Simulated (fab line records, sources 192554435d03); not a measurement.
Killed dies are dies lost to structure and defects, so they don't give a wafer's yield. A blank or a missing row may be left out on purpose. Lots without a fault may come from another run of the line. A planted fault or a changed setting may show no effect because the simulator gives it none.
A struck lot beside a sound one | flow n5_finfet | 38 steps out of a route of 1938
Sound: wafers L479.2, L479.5, L479.6. Struck: wafers L477.2, L477.3, L477.5. The cause comes at the end.
At each step with rows: each side's tool, then ch and its chambers, then its first start. Under that, the readings that differ: sound wafers | struck wafers | difference of the means | sigmas: that difference in standard deviations of wafers without a fault.
alike: readings whose means differ by less than 2 such deviations, and words and numbers that are the same on both sides. not compared: withheld readings, readings that some wafer has no value for, bounds like >300 that may hide the same value, and numbers for which the record gives no deviation and whose values overlap.
The two part at a step that has a row with sigmas, a row that says differs or no value, or rows on one side only. Numbers that don't overlap but have no deviation are shown without sigmas and don't part them. A reading that every wafer of one side lacks parts them only if that side has two wafers or more.

first, 9 steps without rows for these wafers: N5_STI_FIN_REVEAL_SRD_21 (time 30 s); N5_STI_FIN_REVEAL_OXIDATION_33 (chemistry O2 PLASMA REMOTE, time 20 s); N5_STI_FIN_REVEAL_CLEAN_19 (cleans in O3/DIW, time 120 s); N5_STI_FIN_REVEAL_SRD_23 (time 30 s); N5_STI_FIN_REVEAL_PRECLEAN_18 (cleans in SC2, time 45 s); N5_STI_FIN_REVEAL_SRD_28 (time 30 s); N5_DUMMY_GATE_PRECLEAN_00 (cleans in O3/DIW, time 60 s); N5_DUMMY_GATE_SRD_01 (time 30 s); N5_DUMMY_GATE_ALD_02 (deposits SiO2, target thk 2 nm, pulse time 1 s).
N5_DUMMY_GATE_CVD_03: deposits a-Si from SiH4, target thk 150 nm, time 8042 s.
  sound on lpcvd-02 ch 1/70,1/84,1/89, day 6 00:37; struck on lpcvd-01 ch 1/100,1/109,1/95, day 5 15:38
then, 3 steps without rows for these wafers: N5_DUMMY_GATE_PRECLEAN_46 (cleans in DIW, time 89.5 s); N5_DUMMY_GATE_SRD_47 (dry time 32 s); N5_DUMMY_GATE_CMP_04 (polishes a-Si).
N5_DUMMY_GATE_THK_MEAS_05:
  sound on film_metro-01, day 6 04:36; struck on film_metro-01, day 5 19:38
  reading     | sound          | struck         | difference | sigmas
  thk_nm (nm) | 71.8 73.2 73.0 | 56.0 56.7 54.5 | -16.9      | -15
then, 21 steps without rows for these wafers: N5_DUMMY_GATE_HM_DEP_06 (deposits SiNx from DCS/NH3, target thk 80 nm, time 5141 s); N5_DUMMY_GATE_PECVD_30 (deposits SiO2 from TEOS/O2, target thk 55 nm, time 10.8 s); N5_DUMMY_GATE_COAT_34 (time 60 s, resist thk 60 nm); N5_DUMMY_GATE_COAT_35 (time 60 s, resist thk 10 nm); N5_DUMMY_GATE_COAT_28 (time 60 s, resist thk 10 nm); N5_DUMMY_GATE_COAT_09 (resist thk 30 nm); N5_DUMMY_GATE_EBR_11; N5_DUMMY_GATE_SOFTBAKE_10 (time 60 s); N5_DUMMY_GATE_EXPOSE_12 (exposes mask GATE, target cd 25 nm); N5_DUMMY_GATE_PEB_13 (peb time 60 s); N5_DUMMY_GATE_DEVELOP_14 (develop time 30 s); N5_DUMMY_GATE_DESCUM_20 (chemistry O2, time 6.2 s); N5_DUMMY_GATE_ETCH_29 (etches underlayer in N2/H2, target depth 13 nm); N5_DUMMY_GATE_ETCH_36 (etches SiARC in CF4, target depth 13 nm); N5_DUMMY_GATE_ETCH_37 (etches SOC in N2/H2, target depth 60 nm, overetch 30 nm); N5_DUMMY_GATE_STRIP_38 (strips in N2/H2); N5_DUMMY_GATE_STRIP_39 (strips in N2/H2); N5_DUMMY_GATE_TRIM_49 (chemistry O2, time 29 s, target cd 14 nm); N5_DUMMY_GATE_STRIP_40 (strips in CF4); N5_DUMMY_GATE_ETCH_31 (etches SiO2 in C4F6/O2, target depth 82.5 nm, time 27.5 s); N5_DUMMY_GATE_STRIP_41 (strips in O2).
N5_DUMMY_GATE_ETCH_44: etches poly-Si in HBr/O2, stops on SiO2, target depth 127.5 nm.
  sound on rie_si-01 ch 0,3, day 6 09:59; struck on rie_si-02 ch 1,3, day 6 01:12
  reading               | sound             | struck            | difference | sigmas
  oes_product_au (a.u.) | 0.737 0.720 0.728 | 0.663 0.658 0.652 | -0.071     | -5
  alike: O2_flow_sccm, drypump_motor_current_A, throttle_valve_pct
  not compared: rf_hours_counter_h
N5_SDB_THK_MEAS_31:
  sound on film_metro-01, day 7 08:32; struck on film_metro-02, day 7 01:38
  reading      | sound          | struck         | difference | sigmas
  SDB_THK (nm) | 64.0 65.5 65.2 | 48.2 49.0 46.6 | -17.0      | -15
-- the record jumps here: 9 days lie between the struck wafers' starts before and after (it left off in module SDB and takes up again in module PASSIVATION, whose first step shown is number 1936 of the route) --
N5_PASSIVATION_PROBE_49:
  the record has rows for the struck wafers here (prober-01, day 16 04:18) and none for the sound ones

WHERE THEY PART
First at N5_DUMMY_GATE_THK_MEAS_05; last, within this record, at N5_PASSIVATION_PROBE_49.

WHY: what the simulator had put in
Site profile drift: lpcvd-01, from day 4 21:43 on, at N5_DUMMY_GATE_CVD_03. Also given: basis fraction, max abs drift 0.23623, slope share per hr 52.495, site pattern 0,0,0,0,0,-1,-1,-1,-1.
